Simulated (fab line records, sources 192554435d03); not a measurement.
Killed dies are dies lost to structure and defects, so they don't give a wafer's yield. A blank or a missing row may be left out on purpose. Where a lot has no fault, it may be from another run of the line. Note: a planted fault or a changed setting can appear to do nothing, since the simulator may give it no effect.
Lot-split experiment ; flow n5-finfet ; 21 wafers read across 7 lots, on a route 1938 steps long

THE SPLIT
At N5_BEOL_M5_COAT_66 (time 60 s, resist thk 12 nm), the setting spin-rpm was moved away from the recipe's 1500 rpm on 9 of the 21 wafers read, by -10.7% to +8.7%. All remaining wafers had this setting at the recipe value.

Reading taken at the split's own step.

THE READING
SiARC_of_BEOL_M5_COAT_66.thk-nm (the simulator's own value, which no gauge read), in nm, at N5_BEOL_M5_COAT_66 (time 60 s, resist thk 12 nm). No usual value for it is given in the file.

wafer;tool, chamber at the split;spin-rpm as run, rpm;against the recipe;SiARC_of_BEOL_M5_COAT_66.thk-nm, nm;against lot-mates on the recipe
L077.1;litho-track-04, 0;1442;-3.9%;12.2;+0.2
L077.3;litho-track-04, 0;1442;-3.9%;12.2;+0.2
L077.5;litho-track-04, 0;1500;recipe;12;-
L079.1;litho-track-02, 0;1412;-5.9%;12.4;+0.4
L079.4;litho-track-02, 0;1412;-5.9%;12.4;+0.4
L079.2;litho-track-02, 0;1500;recipe;12;-
L083.4;litho-track-01, 0;1397;-6.9%;12.4;+0.4
L083.5;litho-track-01, 0;1500;recipe;12;-
L083.6;litho-track-01, 0;1500;recipe;12;-
L084.2;litho-track-04, 0;1500;recipe;12;-
L084.3;litho-track-04, 0;1500;recipe;12;-
L084.5;litho-track-04, 0;1500;recipe;12;-
L086.2;litho-track-02, 0;1630;+8.7%;11.6;-0.4
L086.5;litho-track-02, 0;1630;+8.7%;11.6;-0.4
L086.4;litho-track-02, 0;1500;recipe;12;-
L087.1;litho-track-04, 0;1500;recipe;12;-
L087.3;litho-track-04, 0;1340;-10.7%;12.6;+0.6
L087.6;litho-track-04, 0;1340;-10.7%;12.8;+0.8
L094.1;litho-track-01, 0;1500;recipe;12;-
L094.2;litho-track-01, 0;1500;recipe;12;-
L094.6;litho-track-01, 0;1500;recipe;12;-

FIT RESULTS
A straight line over all 21 wafers: SiARC_of_BEOL_M5_COAT_66.thk-nm changes by -0.0577 nm for each +1% of spin-rpm; r = -0.98; the points scatter about the line by 0.053 nm.
The same after taking each lot's own level away (the mean of its wafers on the recipe; 21 wafers): -0.0577 nm for each +1%; r = -0.98; scatter 0.053 nm.
On that fit, the largest move of spin-rpm shifts the reading by 0.62 nm.
The lots' own levels span 12.00 to 12.00 nm.
Consequently the slope shifts little with the lot-to-lot level, the two slopes agreeing.
Check: +0.647 nm against its lot-mates is what the line predicts for one of the wafers moved furthest among these (-10.7%) when that wafer is left out of the fit. It came out at +0.6 nm against them.

THESE WAFERS: OTHER SPLITS
These wafers also went through other splits before the reading. Each is held against what the fit with the lots' levels taken away leaves over:
other split on the same wafers;wafers away from the commonest value;r with SiARC_of_BEOL_M5_COAT_66.thk-nm (lot level and that fit taken away)
N5_BEOL_M0_TRENCH_ETCH_107 target-depth-a;5;+0.03
N5_BEOL_M1_VIA_ETCH_34 bias-w;6;-0.25
N5_BEOL_M2_EXPOSE_08 dose-mj;4;-0.63
N5_BEOL_M2_ETCH_64 source-w;9;-0.12
N5_BEOL_M3_COAT_05 spin-rpm;3;-0.14
N5_BEOL_M3_ETCH_64 time-s;4;+0.08
N5_BEOL_M4_COAT_73 spin-rpm;8;+0.01
N5_BEOL_M4_DESCUM_16 time-s;5;-0.26

THE FILE'S OWN FIT
SiARC_of_BEOL_M5_COAT_66.thk-nm changes by -0.0589 nm for each +1% of spin-rpm, r = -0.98.
